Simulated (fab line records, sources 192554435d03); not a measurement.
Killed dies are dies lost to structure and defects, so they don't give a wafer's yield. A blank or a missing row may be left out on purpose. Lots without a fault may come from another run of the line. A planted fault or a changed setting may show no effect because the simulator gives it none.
A struck lot beside a sound one | flow n5_finfet | 14 steps out of a route of 1938
Sound: wafers L478.1, L478.3, L478.6. Struck: wafers L485.1, L485.4, L485.6. The cause comes at the end.
At each step with rows: each side's tool, then ch and its chambers, then its first start. Under that, the readings that differ: sound wafers | struck wafers | difference of the means | sigmas: that difference in standard deviations of wafers without a fault.
alike: readings whose means differ by less than 2 such deviations, and words and numbers that are the same on both sides. not compared: withheld readings, readings that some wafer has no value for, bounds like >300 that may hide the same value, and numbers for which the record gives no deviation and whose values overlap.
The two part at a step that has a row with sigmas, a row that says differs or no value, or rows on one side only. Numbers that don't overlap but have no deviation are shown without sigmas and don't part them. A reading that every wafer of one side lacks parts them only if that side has two wafers or more.

N5_BEOL_M14_VIA_ETCH_16: etches SiO2 in C4F8/O2/Ar, target depth 1231.3 nm.
  sound on rie_diel-06 ch 1,2,3, day 11 18:26; struck on rie_diel-06 ch 0,3, day 12 21:57
  alike: drypump_motor_current_A, oes_product_au, rf_vpp_V, showerhead_plenum_p_Torr, throttle_valve_pct
N5_BEOL_M14_STRIP_63: strips in O2.
  sound on rie_diel-06 ch 1,2,3; struck on rie_diel-06 ch 0,3
  alike: drypump_motor_current_A, oes_product_au, rf_vpp_V, showerhead_plenum_p_Torr, throttle_valve_pct
  not compared: rf_hours_counter_h
N5_BEOL_M14_STRIP_64: strips in O2.
  sound on rie_diel-06 ch 1,2,3; struck on rie_diel-06 ch 0,3
  alike: drypump_motor_current_A, oes_product_au, rf_vpp_V, showerhead_plenum_p_Torr, throttle_valve_pct
  not compared: rf_hours_counter_h
then, 2 steps without rows for these wafers: N5_BEOL_M14_STRIP_71 (strips in post etch residue remover, time 60 s); N5_BEOL_M14_SRD_72 (time 30 s, dry time 30 s).
N5_BEOL_M14_CD_MEAS_17: target cd 250 nm.
  sound on cd_sem-02, day 11 18:47; struck on cd_sem-01, day 12 22:18
  alike: cd_nm
then, 6 steps without rows for these wafers: N5_BEOL_M14_COAT_65 (time 60 s, resist thk 450 nm); N5_BEOL_M14_COAT_66 (time 60 s, resist thk 110 nm); N5_BEOL_M14_COAT_22 (resist thk 300 nm); N5_BEOL_M14_EBR_24; N5_BEOL_M14_SOFTBAKE_23 (time 60 s); N5_BEOL_M14_EXPOSE_25 (exposes mask M14, target cd 280 nm).
N5_BEOL_M14_PEB_26: peb time 90 s.
  sound on litho_track-05 ch 0, day 11 18:59; struck on litho_track-04, day 12 22:38
  no value came back on the struck wafers for chill_plate_temp_C (C), exhaust_pa (Pa), heater_power_total_W (W), plate_temp_C (C); on the sound wafers chill_plate_temp_C (C) reads 23.16 23.03 22.89
then, 1 step without rows for these wafers: N5_BEOL_M14_DEVELOP_27 (develop time 45 s).

WHERE THEY PART
Only at N5_BEOL_M14_PEB_26, within this record.

WHY: what the simulator had put in
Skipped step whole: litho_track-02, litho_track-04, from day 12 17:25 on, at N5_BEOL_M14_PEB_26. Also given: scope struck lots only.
